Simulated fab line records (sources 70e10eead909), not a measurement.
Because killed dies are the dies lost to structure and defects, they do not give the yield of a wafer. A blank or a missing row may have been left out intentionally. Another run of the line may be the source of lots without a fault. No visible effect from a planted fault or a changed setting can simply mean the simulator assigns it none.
Comparing a struck lot with a sound one + flow nand_harc + 14 out of 1159 route steps
Sound: the wafers L112.4, L112.5, L112.6. Wafers struck: L118.3, L118.5, L118.6. At the end, the cause is stated.
Per side, at each step with rows, come the tool, then ch with its chambers, and then its first start. Under that, the readings that differ: sound wafers + struck wafers + difference of the means + sigmas: that difference in standard deviations of wafers without a fault.
alike: a reading whose means differ by less than 2 such deviations, as well as words and numbers matching on both sides. not compared: withheld readings; readings where some wafer has no value; bounds like >300 that might hide an equal value; numbers whose values overlap and for which the record gives no deviation.
A row with sigmas, a row that says differs or no value, or rows on one side alone: a step with any of these is where the two part. Numbers that have no deviation but don't overlap get no sigmas and don't part them. Lack of a reading on every wafer of one side parts them only where that side has two or more wafers.

first, 1 step without rows for these wafers: NHARC_A_CONTACT_STRIP_27 (strips in post etch residue remover, time 600 s).
NHARC_A_CONTACT_ALD_18: deposits TiN, target thk 3 nm, pulse time 1 s, ald cycles 150.
  sound on ald_metal-03 ch 2,3, day 17 06:04; struck on ald_metal-03 ch 1,2, day 19 02:41
  alike: heater_power_outer_w, heater_power_w, precursor_pulse_height_rel
NHARC_A_CONTACT_CVD_19: deposits W, target thk 300 nm, time 802 s.
  sound: cvd_w-01 ch 0,1; struck: cvd_w-01 ch 0,1
  alike: heater_power_outer_w, heater_power_w, throttle_valve_pct
NHARC_A_CONTACT_CMP_20: polishes, t overpolish 30 s, target thk 300 nm.
  sound on cmp-01 ch 0,1,3, day 17 10:43; struck on cmp-01 ch 0,3, day 19 03:58
  alike: edge_zone_pressure_frac, motor_current_A, overpolish_run_s, time_to_endpoint_s
next, for these wafers, 1 step has no rows: NHARC_A_CONTACT_SRD_22.
NHARC_A_CONTACT_INSPECT_23:
  sound on defect_inspect-02 at day 17 11:03; struck on defect_inspect-01 at day 19 04:21
  alike: raw_defect_count
then, 5 steps without rows for these wafers: NHARC_A_BLC_DEHYDRATE_00 (time 120 s); NHARC_A_BLC_HMDS_01 (time 30 s); NHARC_A_BLC_COAT_02 (time 75 s); NHARC_A_BLC_COAT_03 (time 65 s); NHARC_A_BLC_COAT_04 (resist thk 90 nm).
NHARC_A_BLC_SOFTBAKE_05: time 55 s.
  sound on litho_track-06 ch 0, day 17 11:00; struck on litho_track-06 ch 0, day 19 04:00
| reading                  | sound                | struck               | difference | sigmas |
|--------------------------|----------------------|----------------------|------------|--------|
| heater_power_total_W (W) | 188.28 188.77 188.68 | 192.29 192.15 192.57 | +3.76      | +29    |
| plate_temp_C (C)         | 105.06 104.95 104.99 | 106.60 106.31 106.42 | +1.44      | +12    |
then, 2 steps without rows for these wafers: NHARC_A_BLC_EBR_06; NHARC_END_SORT_01.

## WHERE THEY PART
At NHARC_A_BLC_SOFTBAKE_05 and nowhere else, as far as this record goes.

WHY: what the simulator had put in
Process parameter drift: litho_track-06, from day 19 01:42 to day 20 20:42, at NHARC_A_BLC_SOFTBAKE_05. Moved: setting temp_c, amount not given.
